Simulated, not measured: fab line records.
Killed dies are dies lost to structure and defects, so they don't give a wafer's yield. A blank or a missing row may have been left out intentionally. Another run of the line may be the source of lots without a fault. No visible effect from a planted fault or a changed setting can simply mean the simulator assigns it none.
Which tool was responsible?	flow n5_finfet	33 wafers from 12 lots sampled at 5 of the route's 1938 steps

## WHAT THE GAUGES READ, wafer by wafer
N5_BEOL_M13_RS_MEAS_54: a four-point-probe measurement.
lot	measured	on	M13_RS (ohm/sq)
L251	day 11 06:28	film_metro-01	0.0457 0.0466 0.0453
L252	day 11 09:57	film_metro-01	0.0466 0.0458 0.0463
L254	day 11 16:52	film_metro-01	0.0462 0.0453 0.0444
L255	day 11 23:24	film_metro-01	0.0471 0.0471
L256	day 11 23:26	film_metro-02	0.0465 0.0455 0.0474
L258	day 12 14:37	film_metro-02	0.0472 0.0464 0.0470
L261	day 13 05:11	film_metro-01	0.0449 0.0455 0.0447
L259	day 13 08:40	film_metro-02	0.0471 0.0451 0.0459
L265	day 15 03:23	film_metro-01	0.0450 0.0453
L270	day 15 20:32	film_metro-01	0.0459 0.0458 0.0465
L272	day 16 08:41	film_metro-02	0.0455 0.0461 0.0463
L274	day 17 11:47	film_metro-02	0.0449 0.0457

N5_BEOL_M14_CD_MEAS_10: target cd 250 nm.
lot	measured	on	cd_nm (nm)
L251	day 11 07:07	cd_sem-03	250.4 251.4 251.4
L252	day 11 10:38	cd_sem-01	252.2 253.6 247.7
L254	day 11 17:25	cd_sem-01	253.0 250.2 250.1
L255	day 12 00:05	cd_sem-03	251.7 248.3
L256	day 12 00:15	cd_sem-03	255.0 250.5 251.8
L258	day 12 15:15	cd_sem-03	253.3 251.3 250.6
L261	day 13 05:45	cd_sem-01	253.1 252.6 252.8
L259	day 13 09:14	cd_sem-02	248.0 250.9 241.5
L265	day 15 04:04	cd_sem-02	249.6 240.9
L270	day 15 21:14	cd_sem-01	247.0 250.0 250.0
L272	day 16 09:20	cd_sem-03	251.6 251.3 251.8
L274	day 17 12:28	cd_sem-01	249.7 250.3

## WHAT TOOL EACH LOT RAN ON (gives the tool, then ch and the chambers of the sampled wafers, and finally the start)
lot	N5_BEOL_M13_SPUTTER_44	N5_BEOL_M13_SPUTTER_45	N5_BEOL_M14_EXPOSE_07
L251	pvd_sputter-02, day 11 05:23	pvd_sputter-02, day 11 05:28	krf_scanner-01 ch 0, day 11 06:56
L252	pvd_sputter-03, day 11 08:52	pvd_sputter-03, day 11 08:57	krf_scanner-01 ch 0, day 11 10:28
L254	pvd_sputter-02, day 11 15:47	pvd_sputter-02, day 11 15:52	krf_scanner-01 ch 0, day 11 17:16
L255	pvd_sputter-01, day 11 21:48	pvd_sputter-01, day 11 21:53	krf_scanner-02 ch 0, day 11 23:55
L256	pvd_sputter-01, day 11 22:07	pvd_sputter-01, day 11 22:12	krf_scanner-01 ch 0, day 12 00:05
L258	pvd_sputter-01, day 12 12:55	pvd_sputter-01, day 12 12:59	krf_scanner-02 ch 0, day 12 15:05
L261	pvd_sputter-03, day 13 03:57	pvd_sputter-03, day 13 04:02	krf_scanner-01 ch 0, day 13 05:35
L259	pvd_sputter-01, day 13 07:35	pvd_sputter-01, day 13 07:40	krf_scanner-01 ch 0, day 13 09:04
L265	pvd_sputter-01, day 15 02:05	pvd_sputter-01, day 15 02:10	krf_scanner-01 ch 0, day 15 03:54
L270	pvd_sputter-03, day 15 18:54	pvd_sputter-03, day 15 18:59	krf_scanner-02 ch 0, day 15 21:03
L272	pvd_sputter-03, day 16 07:35	pvd_sputter-03, day 16 07:40	krf_scanner-02 ch 0, day 16 09:10
L274	pvd_sputter-03, day 17 10:10	pvd_sputter-03, day 17 10:14	krf_scanner-02 ch 0, day 17 12:17
- N5_BEOL_M13_SPUTTER_44: material Ta, target thk 10 nm, time 16.13 s.
- N5_BEOL_M13_SPUTTER_45: material Cu, target thk 80 nm, time 13.33 s.
- N5_BEOL_M14_EXPOSE_07: exposes mask V13.

## WHAT THE TOOLS THEMSELVES READ (means of the sampled wafers that have a number; where no wafer has one, the mark that the record gives instead)
N5_BEOL_M13_SPUTTER_44.
lot	tool	throttle_valve_pct (%)
L251	pvd_sputter-02	29.9
L252	pvd_sputter-03	30.5
L254	pvd_sputter-02	30.2
L255	pvd_sputter-01	30.1
L256	pvd_sputter-01	29.8
L258	pvd_sputter-01	29.8
L261	pvd_sputter-03	31.9
L259	pvd_sputter-01	29.7
L265	pvd_sputter-01	29.2
L270	pvd_sputter-03	30.7
L272	pvd_sputter-03	30.7
L274	pvd_sputter-03	29.9

N5_BEOL_M13_SPUTTER_45.
lot	tool	chuck_gas_flow_sccm (sccm)	throttle_valve_pct (%)
L251	pvd_sputter-02	1.26	29.9
L252	pvd_sputter-03	1.23	30.4
L254	pvd_sputter-02	1.23	30.2
L255	pvd_sputter-01	1.31	30.1
L256	pvd_sputter-01	1.27	29.8
L258	pvd_sputter-01	1.29	29.7
L261	pvd_sputter-03	1.26	31.9
L259	pvd_sputter-01	1.29	29.7
L265	pvd_sputter-01	1.30	29.0
L270	pvd_sputter-03	1.23	30.7
L272	pvd_sputter-03	1.20	31.0
L274	pvd_sputter-03	1.25	29.8

N5_BEOL_M14_EXPOSE_07.
lot	tool	reticle_temp_C (C)
L251	krf_scanner-01	23.00
L252	krf_scanner-01	22.95
L254	krf_scanner-01	23.07
L255	krf_scanner-02	22.93
L256	krf_scanner-01	23.12
L258	krf_scanner-02	22.94
L261	krf_scanner-01	22.98
L259	krf_scanner-01	23.27
L265	krf_scanner-01	22.87
L270	krf_scanner-02	22.98
L272	krf_scanner-02	23.04
L274	krf_scanner-02	22.88

## THE ANSWER, worked out from the rows above alone
Rule: what is usual is taken from the lots themselves. The widest of any qualifying gaps counts: lots, ordered by their means at a reading, are off when they make up no more than a third of the lots, leave a main group of 4 or more, and stand apart from it by 3 or more times the standard deviation of that group's means. If all means in a main group match to the digits the tables above print for the reading, that group is not used. Also off: a lot with no number at a reading for which 4 or more lots have one. All remaining lots with rows at the step are treated as sound. The gauges are gone through in route order, then the tools' own readings, and for those a lot's mean is taken as printed above. At the first step where some lot is off, the reading lying furthest off is the one used; lots without a number count as furthest.
Across all readings shown, no lot is off: no conclusion can be drawn from this.

## WHAT THE SIMULATOR HAD INSERTED
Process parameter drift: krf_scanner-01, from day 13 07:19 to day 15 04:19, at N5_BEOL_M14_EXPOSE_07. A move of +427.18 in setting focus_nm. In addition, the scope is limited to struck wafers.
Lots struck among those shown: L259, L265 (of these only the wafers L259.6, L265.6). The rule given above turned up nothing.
